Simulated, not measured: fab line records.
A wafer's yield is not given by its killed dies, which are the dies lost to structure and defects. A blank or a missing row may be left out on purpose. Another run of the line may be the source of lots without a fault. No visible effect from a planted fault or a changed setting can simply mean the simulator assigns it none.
Matching of chambers || flow n5-finfet || 4 sister chambers for N5_BEOL_M0_SAQP_SPACER2_ALD_26 on ald-sin-01
The step deposits SiO2, target thk 15 nm, pulse time 1 s, purge time 2 s. 4 wafers are shown with their chamber, then 8 later ones without.

WAFERS WITH THEIR CHAMBER
{"wafer": "L089.5", "chamber": 3, "heater-power-w (W)": 441}
{"wafer": "L090.1", "chamber": 2, "heater-power-w (W)": 470}
{"wafer": "L090.2", "chamber": 1, "heater-power-w (W)": 529}
{"wafer": "L093.2", "chamber": 0, "heater-power-w (W)": 430}

WAFERS WITH NO CHAMBER GIVEN
{"wafer": "L093.4", "heater-power-w (W)": 440}
{"wafer": "L093.6", "heater-power-w (W)": 438}
{"wafer": "L095.1", "heater-power-w (W)": 475}
{"wafer": "L095.4", "heater-power-w (W)": 449}
{"wafer": "L095.6", "heater-power-w (W)": 462}
{"wafer": "L097.2", "heater-power-w (W)": 508}
{"wafer": "L097.5", "heater-power-w (W)": 473}
{"wafer": "L097.6", "heater-power-w (W)": 449}

CHAMBER TAKEN BY EACH
{"wafer": "L093.4", "from the rows above": "can't be placed: 3 or 0", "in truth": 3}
{"wafer": "L093.6", "from the rows above": "can't be placed: 3 or 0", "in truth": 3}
{"wafer": "L095.1", "from the rows above": 2, "in truth": 2}
{"wafer": "L095.4", "from the rows above": "can't be placed: 3 or 0 or 2", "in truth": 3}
{"wafer": "L095.6", "from the rows above": "can't be placed: 2 or 3", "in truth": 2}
{"wafer": "L097.2", "from the rows above": "can't be placed: 1 or 2", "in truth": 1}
{"wafer": "L097.5", "from the rows above": 2, "in truth": 2}
{"wafer": "L097.6", "from the rows above": "can't be placed: 3 or 0 or 2", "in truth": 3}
2 of 8 placed correctly. From these rows, 6 cannot be placed; in 6 the true chamber is one of the candidates. 0 placed wrongly.
How it was worked out, from the rows above alone: a wafer's distance from a chamber is the root of the sum, over the readings, of the square of ((its reading less the chamber's mean) divided by the reading's scatter). The wafer belongs to the nearest chamber; if the next one is less than 2 further off, it can't be placed. A chamber's mean is the mean of its shown wafers. The scatter: with one shown wafer a chamber, the root of the mean of the squares of how far each hidden wafer lies from its nearest shown one.
